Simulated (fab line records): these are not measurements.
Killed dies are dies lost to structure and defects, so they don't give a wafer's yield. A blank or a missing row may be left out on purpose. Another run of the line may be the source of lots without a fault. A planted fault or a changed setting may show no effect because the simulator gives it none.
Matching of chambers + flow nand_harc + rie_diel-06 running NHARC_P_CONTACT_ETCH_18: 4 sister chambers
The step etches the open film in C4F8/O2/Ar, target depth 481 nm, time 240.5 s. 16 wafers are shown with their chamber, then 8 later ones without.

## EACH WAFER AND ITS CHAMBER
| wafer  | chamber | rf_vpp_V (V) | run_length_s (s) | oes_product_au (a.u.) |
|--------|---------|--------------|------------------|-----------------------|
| L666.3 | 2       | 971          | 261.8            | 0.965                 |
| L666.4 | 1       | 979          | 261.9            | 0.971                 |
| L666.5 | 1       | 981          | 262.0            | 0.977                 |
| L667.3 | 2       | 971          | 262.2            | 0.966                 |
| L667.4 | 3       | 979          | 262.3            | 0.983                 |
| L667.6 | 3       | 978          | 262.6            | 0.990                 |
| L669.1 | 1       | 980          | 261.9            | 0.950                 |
| L669.3 | 3       | 979          | 262.7            | 0.976                 |
| L669.4 | 0       | 986          | 262.1            | 0.965                 |
| L671.1 | 0       | 986          | 262.4            | 0.967                 |
| L671.2 | 3       | 978          | 262.4            | 0.967                 |
| L671.6 | 1       | 979          | 262.1            | 0.986                 |
| L673.1 | 2       | 971          | 262.5            | 0.933                 |
| L673.2 | 0       | 985          | 262.2            | 0.929                 |
| L673.6 | 3       | 979          | 262.5            | 0.935                 |
| L674.1 | 1       | 981          | 261.6            | 0.961                 |

SIGNATURES (means of the wafers above)
| reading        | chamber 0 | chamber 1 | chamber 2 | chamber 3 | scatter within a chamber |
|----------------|-----------|-----------|-----------|-----------|--------------------------|
| rf_vpp_V       | 985.67    | 980.00    | 971.00    | 978.60    | 0.699                    |
| run_length_s   | 262.233   | 261.900   | 262.167   | 262.500   | 0.211                    |
| oes_product_au | 0.95367   | 0.96900   | 0.95467   | 0.97020   | 0.0188                   |
Rule: a wafer's distance from a chamber is the root of the sum, over the readings, of the square of ((its reading less the chamber's mean) divided by the reading's scatter). If the next closest chamber is less than 2 further off than the closest, the wafer can't be placed; otherwise it belongs to the closest. How the scatter is found: for the shown wafers, subtract from each reading the mean of its chamber, square and add these, divide the total by (wafers less chambers), then take the root.

## WAFERS WITH NO CHAMBER GIVEN
| wafer  | rf_vpp_V (V) | run_length_s (s) | oes_product_au (a.u.) |
|--------|--------------|------------------|-----------------------|
| L674.4 | 986          | 262.2            | 0.957                 |
| L674.6 | 971          | 262.1            | 0.989                 |
| L678.1 | 969          | 262.3            | 0.968                 |
| L678.4 | 985          | 262.4            | 0.948                 |
| L678.5 | 980          | 261.5            | 0.957                 |
| L680.2 | 980          | 262.9            | 0.925                 |
| L680.4 | 979          | 261.6            | 0.926                 |
| L680.6 | 979          | 262.3            | 0.935                 |

## EACH ONE'S CHAMBER
| wafer  | from the rows above     | in truth |
|--------|-------------------------|----------|
| L674.4 | 0                       | 0        |
| L674.6 | 2                       | 2        |
| L678.1 | 2                       | 2        |
| L678.4 | 0                       | 0        |
| L678.5 | 1                       | 1        |
| L680.2 | can't be placed: 3 or 1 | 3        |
| L680.4 | can't be placed: 1 or 3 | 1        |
| L680.6 | can't be placed: 3 or 1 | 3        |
5 of 8 placed correctly. These rows do not allow placing 3 (true chamber among the candidates in 3). 0 placed wrongly.
